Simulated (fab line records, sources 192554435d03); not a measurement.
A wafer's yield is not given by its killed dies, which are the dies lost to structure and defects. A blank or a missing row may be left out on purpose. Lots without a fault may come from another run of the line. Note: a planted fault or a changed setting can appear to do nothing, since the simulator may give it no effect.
Chamber matching :: flow n5 finfet :: N5_MIM_TOP_ALD_00 on ald hk-02 has 4 sister chambers
The step deposits Al2O3, purge time 3 s, co reactant pulse time 3 s. 4 wafers are shown with their chamber, then 10 later ones without.

## WAFERS WITH THEIR CHAMBER
wafer: L085.2
chamber: 0
precursor pulse height rel: 0.997

wafer: L085.4
chamber: 3
precursor pulse height rel: 0.989

wafer: L087.1
chamber: 2
precursor pulse height rel: 1.010

wafer: L087.3
chamber: 1
precursor pulse height rel: 1.006

## WAFERS WITH NO CHAMBER GIVEN
wafer: L087.6
precursor pulse height rel: 1.022

wafer: L092.1
precursor pulse height rel: 1.025

wafer: L092.4
precursor pulse height rel: 1.021

wafer: L092.6
precursor pulse height rel: 0.999

wafer: L090.1
precursor pulse height rel: 1.018

wafer: L090.3
precursor pulse height rel: 1.005

wafer: L090.4
precursor pulse height rel: 1.007

wafer: L093.1
precursor pulse height rel: 0.974

wafer: L093.2
precursor pulse height rel: 1.006

wafer: L093.4
precursor pulse height rel: 1.003

## CHAMBER TAKEN BY EACH
wafer: L087.6
from the rows above: can't be placed: 2 or 1 or 0
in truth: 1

wafer: L092.1
from the rows above: can't be placed: 2 or 1 or 0
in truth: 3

wafer: L092.4
from the rows above: can't be placed: 2 or 1 or 0
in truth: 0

wafer: L092.6
from the rows above: can't be placed: 0 or 1 or 3 or 2
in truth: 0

wafer: L090.1
from the rows above: can't be placed: 2 or 1 or 0
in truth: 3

wafer: L090.3
from the rows above: can't be placed: 1 or 2 or 0 or 3
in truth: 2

wafer: L090.4
from the rows above: can't be placed: 1 or 2 or 0 or 3
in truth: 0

wafer: L093.1
from the rows above: can't be placed: 3 or 0 or 1
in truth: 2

wafer: L093.2
from the rows above: can't be placed: 1 or 2 or 0 or 3
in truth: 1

wafer: L093.4
from the rows above: can't be placed: 1 or 0 or 2 or 3
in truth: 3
0 of 10 placed correctly. These rows do not allow placing 10 (true chamber among the candidates in 7). Wrongly placed: 0.
How it was worked out, from the rows above alone: a wafer's distance from a chamber is the root of the sum, over the readings, of the square of ((its reading less the chamber's mean) divided by the reading's scatter). If the next closest chamber is less than 2 further off than the closest, the wafer can't be placed; otherwise it belongs to the closest. The mean given for a chamber averages the wafers shown for that chamber. The scatter: root of mean squared gap, hidden wafer to nearest shown wafer, with one shown wafer a chamber.
